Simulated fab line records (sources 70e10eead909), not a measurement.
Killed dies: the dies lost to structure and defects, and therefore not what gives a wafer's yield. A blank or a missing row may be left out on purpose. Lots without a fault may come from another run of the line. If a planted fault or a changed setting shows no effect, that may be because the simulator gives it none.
Commonality check across tools    flow nand harc    14 lots and 42 wafers in the sample

WHY THIS WAS OPENED
Flagged at NHARC_A_ONON_D1_THK_MEAS_24: reading thk nm, on 2 of 14 lots. No-fault wafers: 1001 nm, standard deviation 8.9.
Rule: a lot gets a flag if all its wafers with a number sit over 4 standard deviations from that mean, or if no wafer of it has a number. As for the other lots, they are considered sound.

lot   measured      on             thk nm (nm), wafer by wafer  flag
L842  day 8 08:40   film metro-02  1006 1007 1008               
L843  day 8 16:04   film metro-01  996 997 997                  
L844  day 8 16:11   film metro-01  998 997 995                  
L845  day 9 00:07   film metro-02  1003 1001 1001               
L846  day 9 00:08   film metro-01  1007 1006 1004               
L848  day 9 05:43   film metro-02  1010 1009 1009               
L847  day 9 05:44   film metro-01  989 990 987                  
L852  day 10 15:41  film metro-02  1535 1534 1535               FLAGGED
L855  day 11 02:34  film metro-01  1536 1537 1536               FLAGGED
L859  day 12 05:17  film metro-01  980 983 980                  
L858  day 12 05:19  film metro-01  998 1000 1001                
L861  day 12 18:55  film metro-02  1002 1003 1004               
L864  day 13 12:26  film metro-01  1006 1007 1005               
L865  day 14 02:25  film metro-02  1001 1000 1000               
The mean of the flagged lots' numbers is 1536 nm, +534 nm from the usual (+60 standard deviations).

EACH LOT AND THE TOOL IT RAN ON
The record holds 1 process step before the reading, out of a route of 1159 steps. Cell contents, in order: the tool; ch with the chambers the sampled wafers went through; the start.
lot   flag     NHARC_A_ONON_D1_DEP_22
L842           pecvd onon-02 ch 0, day 8 08:10
L843           pecvd onon-03 ch 0, day 8 15:40
L844           pecvd onon-02 ch 0, day 8 15:44
L845           pecvd onon-01 ch 0, day 8 23:38
L846           pecvd onon-03 ch 0, day 8 23:36
L848           pecvd onon-02 ch 0, day 9 05:13
L847           pecvd onon-03 ch 0, day 9 05:13
L852  FLAGGED  pecvd onon-02 ch 0, day 10 15:11
L855  FLAGGED  pecvd onon-02 ch 0, day 11 02:11
L859           pecvd onon-01 ch 0, day 12 04:53
L858           pecvd onon-03 ch 0, day 12 04:50
L861           pecvd onon-03 ch 0, day 12 18:25
L864           pecvd onon-03 ch 0, day 13 11:56
L865           pecvd onon-01 ch 0, day 14 01:55
What the steps here do:
- NHARC_A_ONON_D1_DEP_22: target thk 1000 nm.
- NHARC_A_ONON_D1_THK_MEAS_24: measures by ellipsometry.

FLAGGED AGAINST TOTAL, ONE TOOL AT A TIME (gauges that did the reading follow at the end)
step                         tool           lots run  flagged  share of the flagged lots  sound lots run after its first flagged lot
NHARC_A_ONON_D1_DEP_22       pecvd onon-01  3         0        none                       -
NHARC_A_ONON_D1_DEP_22       pecvd onon-02  5         2        all                        0
NHARC_A_ONON_D1_DEP_22       pecvd onon-03  6         0        none                       -
NHARC_A_ONON_D1_THK_MEAS_24  film metro-01  8         1        some                       3 (L859,L858,L864)
NHARC_A_ONON_D1_THK_MEAS_24  film metro-02  6         1        some                       2 (L861,L865)

WHAT THE TABLE ALLOWS
All flagged lots share 1 row of the table, namely pecvd onon-02 at NHARC_A_ONON_D1_DEP_22.
- pecvd onon-02 at NHARC_A_ONON_D1_DEP_22: 2 of its 5 lots flagged. Its last sound lot is L848 (day 9 05:13), its first flagged lot L852 (day 10 15:11): a fault that began between those two fits.
What remains is a single tool, pecvd onon-02 at NHARC_A_ONON_D1_DEP_22.

WHAT THE SIMULATOR HAD INSERTED
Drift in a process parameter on pecvd onon-02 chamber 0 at NHARC_A_ONON_D1_DEP_22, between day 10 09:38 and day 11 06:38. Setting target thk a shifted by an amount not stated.
Struck lots among those shown: L852, L855. This agrees with what the rule above found.
